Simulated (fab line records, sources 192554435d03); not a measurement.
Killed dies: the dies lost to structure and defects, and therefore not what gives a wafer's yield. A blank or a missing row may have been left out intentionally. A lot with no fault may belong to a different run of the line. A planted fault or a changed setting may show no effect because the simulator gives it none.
Comparing a struck lot with a sound one    flow n5_finfet    13 steps out of a route of 1938
Sound: wafers L599.1, L599.2, L599.3. Struck: wafers L581.1, L581.4, L581.5. The cause comes at the end.
For every step that has rows: the tool of each side, followed by ch and its chambers, followed by its first start. Under that, the readings that differ: sound wafers    struck wafers    difference of the means    sigmas: that difference in standard deviations of wafers without a fault.
alike: words and numbers the same on both sides, and readings whose means are apart by under 2 such deviations; not compared: readings that were withheld, readings missing a value for some wafer, numbers with overlapping values and no deviation given by the record, and bounds like >300 which may hide the same value.
Wherever a step has rows on one side only, a row that says differs or no value, or a row with sigmas, the two part there. Non-overlapping numbers with no deviation appear without sigmas and do not part them. A reading that every wafer of one side lacks parts them only if that side has two wafers or more.

first, 9 steps without rows for these wafers: N5_BEOL_M0_SAQP_EXPOSE_37 (exposes mask M0 CUT1, target cd 30 nm); N5_BEOL_M0_SAQP_PEB_38 (peb time 60 s); N5_BEOL_M0_SAQP_DEVELOP_39 (develop time 30 s); N5_BEOL_M0_SAQP_DESCUM_45 (chemistry O2, time 7 s); N5_BEOL_M0_SAQP_ETCH_88 (etches underlayer in N2/H2, target depth 6.5 nm, time 5.2 s); N5_BEOL_M0_SAQP_ETCH_73 (etches SiARC in CF4, target depth 19.5 nm, time 32.5 s); N5_BEOL_M0_SAQP_CUT_ETCH_46 (etches SOC in N2/H2, target depth 135 nm, overetch 27 nm, time 202.5 s); N5_BEOL_M0_SAQP_STRIP_74 (strips in N2/H2); N5_BEOL_M0_SAQP_STRIP_89 (strips in N2/H2).
N5_BEOL_M0_SAQP_ALD_48: deposits SiO2, target thk 20 nm, pulse time 1 s, co reactant pulse time 1 s.
  sound on ald_sin-03 ch 1,2,3, day 11 20:58; struck on ald_sin-03 ch 2,3, day 6 19:31
  no value came back on the struck wafers for any of 5 readings (ald_cycles, chamber_pressure_Torr (Torr) and others); on the sound wafers ald_cycles reads 139 139 139
then, 1 step without rows for these wafers: N5_BEOL_M0_SAQP_ETCH_49 (etches SiO2 in CF4/O2, target depth 37 nm).
N5_BEOL_M4_RC_MEAS_101:
  the record has rows for the sound wafers here (prober-02 ch 0, day 14 08:51) and none for the struck ones
-- record jumps: 7 days separate the struck wafers' starts on either side; left off in module BEOL_M4, taken up again in module PASSIVATION, whose first shown step is the route's number 1936 --
N5_PASSIVATION_PROBE_49:
  rows exist in the record for the struck wafers here (prober-02, day 14 02:38), but not for the sound ones

== WHERE THEY PART ==
Earliest at N5_BEOL_M0_SAQP_ALD_48; latest, in this record, at N5_PASSIVATION_PROBE_49.

WHY: what had been put in by the simulator
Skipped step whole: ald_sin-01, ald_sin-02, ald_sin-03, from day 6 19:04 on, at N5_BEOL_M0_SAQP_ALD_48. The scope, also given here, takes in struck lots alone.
